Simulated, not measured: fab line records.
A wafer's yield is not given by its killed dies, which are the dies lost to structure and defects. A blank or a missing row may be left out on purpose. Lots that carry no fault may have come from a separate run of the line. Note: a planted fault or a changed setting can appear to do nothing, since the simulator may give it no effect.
The tool behind it: which one?    flow nandHarc    39 wafers from 13 lots sampled at 5 of the route's 1302 steps

== WHAT EACH GAUGE READ, for each wafer ==
NHARC_THIN_TSV_CD_MEAS_16.
lot   measured      on        cdNm (nm)
L143  day 23 19:28  cdSem-03  1000.2 998.9 1000.1
L142  day 24 02:02  cdSem-02  999.0 1004.7 1003.1
L144  day 24 10:14  cdSem-02  1001.5 997.9 994.1
L145  day 25 02:17  cdSem-01  1001.6 1001.8 1001.6
L148  day 25 20:27  cdSem-03  1003.0 1005.2 1004.1
L149  day 26 07:19  cdSem-01  996.7 996.3 999.6
L153  day 28 14:13  cdSem-02  999.3 1000.0 997.3
L155  day 29 11:24  cdSem-01  1003.9 1002.8 999.7
L157  day 29 17:56  cdSem-03  1000.8 1000.6 1000.9
L159  day 30 13:19  cdSem-02  999.4 1001.6 998.1
L161  day 31 18:24  cdSem-01  998.7 999.9 1001.9
L163  day 32 14:18  cdSem-02  1000.0 999.2 1001.7
L165  day 33 18:55  cdSem-02  995.8 999.4 1000.2

NHARC_END_SORT_01.
lot   measured      on         killedAtArray  killedAtOther  killedAtPeriphery  killedDies  killedOpen  killedShort
L155  day 30 01:06  prober-02  47 137 121     3 2 1          2 3 1              52 142 123  6 3 3       3 1 1
L157  day 30 10:06  prober-01  68 163 148     0 0 0          3 4 8              71 167 156  7 1 5       1 1 0
L159  day 31 06:43  prober-01  64             0              3                  67          4           2

== EACH LOT AND THE TOOL THAT RAN IT (in order: tool; ch and the chambers of the sampled wafers; start) ==
lot   NHARC_A_CONTACT_ETCH_76            NHARC_THIN_TSV_DEGAS_53      NHARC_THIN_TSV_PRE_CLEAN_54
L143  rieDiel-06 ch 1,2, day 22 00:45    pvdSputter-03, day 23 23:28  pvdSputter-03, day 23 23:33
L142  rieDiel-01 ch 0,1,3, day 22 06:08  pvdSputter-02, day 24 05:51  pvdSputter-02, day 24 05:55
L144  rieDiel-01 ch 0,1,3, day 22 13:32  pvdSputter-03, day 24 14:03  pvdSputter-03, day 24 14:07
L145  rieDiel-01 ch 0,1,2, day 23 05:23  pvdSputter-02, day 25 06:04  pvdSputter-02, day 25 06:10
L148  rieDiel-13 ch 0,1,3, day 23 21:35  pvdSputter-02, day 26 00:16  pvdSputter-02, day 26 00:20
L149  rieDiel-06 ch 0,1, day 24 12:36    pvdSputter-01, day 26 11:11  pvdSputter-01, day 26 11:16
L153  rieDiel-06 ch 0,2,3, day 26 17:46  pvdSputter-01, day 28 18:04  pvdSputter-01, day 28 18:08
L155  rieDiel-06 ch 0,2, day 27 12:28    pvdSputter-02, day 29 15:20  pvdSputter-02, day 29 15:25
L157  rieDiel-06 ch 0,2, day 27 21:05    pvdSputter-03, day 29 21:59  pvdSputter-03, day 29 22:03
L159  rieDiel-13 ch 1,2,3, day 28 15:11  pvdSputter-02, day 30 17:13  pvdSputter-02, day 30 17:20
L161  rieDiel-13 ch 1,2, day 29 23:46    pvdSputter-02, day 31 22:19  pvdSputter-02, day 31 22:23
L163  rieDiel-06 ch 1,2,3, day 30 16:21  pvdSputter-02, day 32 18:07  pvdSputter-02, day 32 18:11
L165  rieDiel-06 ch 0,1, day 31 21:21    pvdSputter-03, day 33 22:51  pvdSputter-03, day 33 22:55
- NHARC_A_CONTACT_ETCH_76: etches the open film in N2/H2, target depth 260 nm, time 475.3 s.
- NHARC_THIN_TSV_DEGAS_53: time 60 s.
- NHARC_THIN_TSV_PRE_CLEAN_54: time 30 s.

== WHAT THE TOOLS THEMSELVES READ (means of the sampled wafers that have a number; where no wafer has one, the mark that the record gives instead) ==
NHARC_A_CONTACT_ETCH_76.
lot   tool        biasW (W)  drypumpMotorCurrentA (A)  n2FlowSccm (sccm)  oesProductAu (a.u.)  rfVppV (V)  showerheadPlenumPTorr (Torr)  throttleValvePct (%)
L143  rieDiel-06  150.3      5.50                      149.7              1.000                431.6       2.11                          14.180
L142  rieDiel-01  149.6      5.65                      150.3              0.988                430.3       2.02                          14.175
L144  rieDiel-01  150.0      5.65                      149.9              0.986                430.7       2.02                          14.176
L145  rieDiel-01  150.3      5.84                      149.4              0.992                429.4       1.98                          14.172
L148  rieDiel-13  150.4      5.86                      149.9              1.012                430.4       2.05                          14.168
L149  rieDiel-06  150.2      5.73                      150.2              0.985                431.2       2.05                          14.165
L153  rieDiel-06  149.7      5.68                      149.7              1.004                430.6       2.05                          14.167
L155  rieDiel-06  149.8      5.66                      150.2              0.988                432.3       2.12                          14.172
L157  rieDiel-06  150.0      5.68                      150.3              0.997                433.1       2.12                          14.168
L159  rieDiel-13  150.0      5.63                      149.8              1.000                432.4       2.13                          14.165
L161  rieDiel-13  150.1      5.71                      149.5              0.999                433.6       2.13                          14.176
L163  rieDiel-06  149.8      5.53                      149.5              1.005                429.7       2.02                          14.174
L165  rieDiel-06  150.4      5.71                      150.3              1.006                430.5       2.04                          14.166

NHARC_THIN_TSV_DEGAS_53.
lot   tool           heaterPowerW (W)
L143  pvdSputter-03  420
L142  pvdSputter-02  439
L144  pvdSputter-03  420
L145  pvdSputter-02  451
L148  pvdSputter-02  470
L149  pvdSputter-01  439
L153  pvdSputter-01  458
L155  pvdSputter-02  457
L157  pvdSputter-03  419
L159  pvdSputter-02  519
L161  pvdSputter-02  472
L163  pvdSputter-02  470
L165  pvdSputter-03  414

NHARC_THIN_TSV_PRE_CLEAN_54.
lot   tool           heaterPowerW (W)
L143  pvdSputter-03  368
L142  pvdSputter-02  439
L144  pvdSputter-03  368
L145  pvdSputter-02  401
L148  pvdSputter-02  397
L149  pvdSputter-01  401
L153  pvdSputter-01  421
L155  pvdSputter-02  376
L157  pvdSputter-03  368
L159  pvdSputter-02  418
L161  pvdSputter-02  394
L163  pvdSputter-02  409
L165  pvdSputter-03  355

== THE ANSWER, worked out from the rows above alone ==
Rule: the lots themselves supply what counts as usual. Put in order of their means at a reading, lots are off if they are a third of the lots or fewer, leave a main group of 4 or more, and stand apart from it by a gap of 3 or more times the standard deviation of the main group's means; of several such gaps the widest counts. A main group whose means are all the same, to the digits that the tables above print for the reading, isn't used. Also off: a lot with no number at a reading for which 4 or more lots have one. Any other lot the step has rows for is counted as sound. The gauges are gone through in route order, then the tools' own readings, and for those a lot's mean is taken as printed above. At the first step where some lot is off, the reading lying furthest off is the one used; lots without a number count as furthest.
Across all readings shown, no lot is off: no conclusion can be drawn from this.

== WHAT HAD BEEN PUT IN BY THE SIMULATOR ==
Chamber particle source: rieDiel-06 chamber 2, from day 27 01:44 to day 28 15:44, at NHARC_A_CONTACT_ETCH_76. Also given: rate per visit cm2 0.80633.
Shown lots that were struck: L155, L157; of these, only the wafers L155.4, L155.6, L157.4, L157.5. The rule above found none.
